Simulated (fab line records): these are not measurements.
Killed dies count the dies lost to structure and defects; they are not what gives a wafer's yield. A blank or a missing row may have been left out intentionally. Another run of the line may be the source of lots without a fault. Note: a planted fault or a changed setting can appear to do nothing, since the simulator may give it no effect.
Split-lot study	flow n5 finfet	route with 1938 steps; 7 lots, 39 wafers read

## ABOUT THE SPLIT
At N5_MOL_CONTACT_COAG_ETCH_106 (etches SOC in N2/H2, target depth 80 nm, overetch 16 nm, time 120 s), the setting target depth a was moved away from the recipe's 800 angstrom on 12 of the 39 wafers read, by -49.0% to +29.6%. All remaining wafers had this setting at the recipe value.

## FROM THE SPLIT TO THE READING: what the file shows between them, 4 steps
- N5_MOL_CONTACT_COAG_STRIP_107: strips in N2/H2
- N5_MOL_CONTACT_COAG_STRIP_108: strips in N2/H2
- N5_MOL_CONTACT_COAG_CONTACT_ETCH_14: etches SiO2 in C4F6/O2, target depth 27.5 nm, overetch 8.5 nm, time 20 s
- N5_MOL_CONTACT_COAG_STRIP_109: strips in C4F6/O2

## THE READING
MOL_CONTACT_COAG.cd offset nm (the simulator's own value, which no gauge read), in nm, at N5_MOL_CONTACT_COAG_ETCH_15 (etches SiNx in CH3F/O2, stops on Si:P, target depth 7 nm). The file does not state a usual value for it. The 27 wafers here that ran the recipe average -0.2 nm, standard deviation 0.19 nm.

wafer	tool, chamber at the split	target depth a as run, angstrom	against the recipe	MOL_CONTACT_COAG.cd offset nm, nm	against lot-mates on the recipe
L079.1	rie diel-04, 2	800	recipe	-0.2	-
L079.3	rie diel-04, 1	800	recipe	-0.2	-
L079.5	rie diel-04, 1	800	recipe	-0.2	-
L079.2	rie diel-04, 0,3	800	recipe	0	-
L079.4	rie diel-04, 0,3	800	recipe	0	-
L079.6	rie diel-04, 2	800	recipe	0	-
L084.1	rie diel-01, 3,1	800	recipe	-0.2	-
L084.2	rie diel-01, 0	800	recipe	-0.2	-
L084.6	rie diel-01, 3,1	800	recipe	-0.2	-
L084.3	rie diel-01, 1,0	951.9	+19.0%	0	+0.2
L084.4	rie diel-01, 2	951.9	+19.0%	-0.2	+0.0
L084.5	rie diel-01, 1,0	951.9	+19.0%	0.2	+0.4
L088.1	rie diel-01, 0	800	recipe	-0.2	-
L088.2	rie diel-01, 3	800	recipe	0	-
L088.3	rie diel-01, 2	800	recipe	-0.4	-
L088.4	rie diel-01, 1	407.7	-49.0%	-1.4	-1.2
L088.5	rie diel-01, 2	407.7	-49.0%	-1	-0.8
L088.6	rie diel-01, 1	407.7	-49.0%	-1.2	-1.0
L089.1	rie diel-01, 2	800	recipe	-0.2	-
L089.4	rie diel-01, 1,0	800	recipe	-0.2	-
L089.2	rie diel-01, 3,0	1037	+29.6%	0.6	+0.7
L089.5	rie diel-01, 3,0	1037	+29.6%	0.6	+0.7
L089.3	rie diel-01, 1,0	800	recipe	0	-
L089.6	rie diel-01, 3	1037	+29.6%	0.4	+0.5
L092.1	rie diel-05, 0,2,0	1017	+27.1%	0.2	+0.6
L092.4	rie diel-05, 0,2,0	1017	+27.1%	0.2	+0.6
L092.5	rie diel-05, 0,2,0	1017	+27.1%	0.2	+0.6
L092.2	rie diel-05, 3,1	800	recipe	-0.4	-
L092.3	rie diel-05, 1	800	recipe	-0.2	-
L092.6	rie diel-05, 3,1	800	recipe	-0.6	-
L094.1	rie diel-05, 0	800	recipe	-0.6	-
L094.4	rie diel-05, 1	800	recipe	-0.2	-
L094.6	rie diel-05, 3	800	recipe	-0.4	-
L096.1	rie diel-04, 2	800	recipe	0.2	-
L096.2	rie diel-04, 1	800	recipe	0	-
L096.3	rie diel-04, 3,0	800	recipe	0	-
L096.5	rie diel-04, 0,3	800	recipe	0	-
L096.6	rie diel-04, 0,3	800	recipe	0	-
L096.4	rie diel-04, 3,0	800	recipe	-0.2	-
Where a row lists several chambers, the file gives one row for several wafers and doesn't say which wafer went through which chamber.

THE FIT
A straight line over all 39 wafers: MOL_CONTACT_COAG.cd offset nm changes by +0.0195 nm for each +1% of target depth a; r = +0.89; the points scatter about the line by 0.19 nm.
The same after taking each lot's own level away (the mean of its wafers on the recipe; 39 wafers): +0.0203 nm for each +1%; r = +0.94; scatter 0.14 nm.
According to that fit, moving target depth a by its largest amount changes the reading by 1 nm.
Measured against the standard deviation above, the lots' own levels, which go from -0.40 to 0.00 nm, span 2.1 times it.
The two slopes agree, so the slope changes little with the lot-to-lot level.
Check: -0.945 nm against its lot-mates is what the line predicts for one of the wafers moved furthest among these (-49.0%) when that wafer is left out of the fit. It came out at -1.2 nm against them.

## THESE WAFERS: OTHER SPLITS
Before the reading, these wafers also passed through other splits. Each is held against what the fit with the lots' levels taken away leaves over:
other split on the same wafers	wafers away from the commonest value	r with MOL_CONTACT_COAG.cd offset nm (lot level and that fit taken away)
N5_ZERO_LAYER_PECVD_02 time s	6	-0.15
N5_FIN_SAQP_SPACER1_ALD_24 ald cycles	15	+0.00
N5_HKMG_FIN_ETCH_32 target depth a	15	-0.11

## THE WHOLE CHAIN: every reading that the file lists as answering this split, in the file's order
step	what it does	reading	change (the file's fit)	r (the file's)
N5_MOL_CONTACT_COAG_ETCH_106	etches SOC in N2/H2, target depth 80 nm, overetch 16 nm, time 120 s	SiARC_of_MOL_CONTACT_COAG_COAT_104.thk nm (the simulator's own value, which no gauge read)	-0.0444 nm for each +1% of the setting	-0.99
N5_MOL_CONTACT_COAG_ETCH_106	etches SOC in N2/H2, target depth 80 nm, overetch 16 nm, time 120 s	MOL_CONTACT_COAG.cd offset nm (the simulator's own value, which no gauge read)	+0.0183 nm for each +1% of the setting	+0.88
N5_MOL_CONTACT_COAG_CONTACT_ETCH_14	etches SiO2 in C4F6/O2, target depth 27.5 nm, overetch 8.5 nm, time 20 s	MOL_CONTACT_COAG.cd offset nm (the simulator's own value, which no gauge read)	+0.0193 nm for each +1% of the setting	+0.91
N5_MOL_CONTACT_COAG_ETCH_15	etches SiNx in CH3F/O2, stops on Si:P, target depth 7 nm	MOL_CONTACT_COAG.cd offset nm (the simulator's own value, which no gauge read)	+0.0203 nm for each +1% of the setting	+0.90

## FILE'S OWN FIT
MOL_CONTACT_COAG.cd offset nm changes by +0.0203 nm for each +1% of target depth a, r = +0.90.
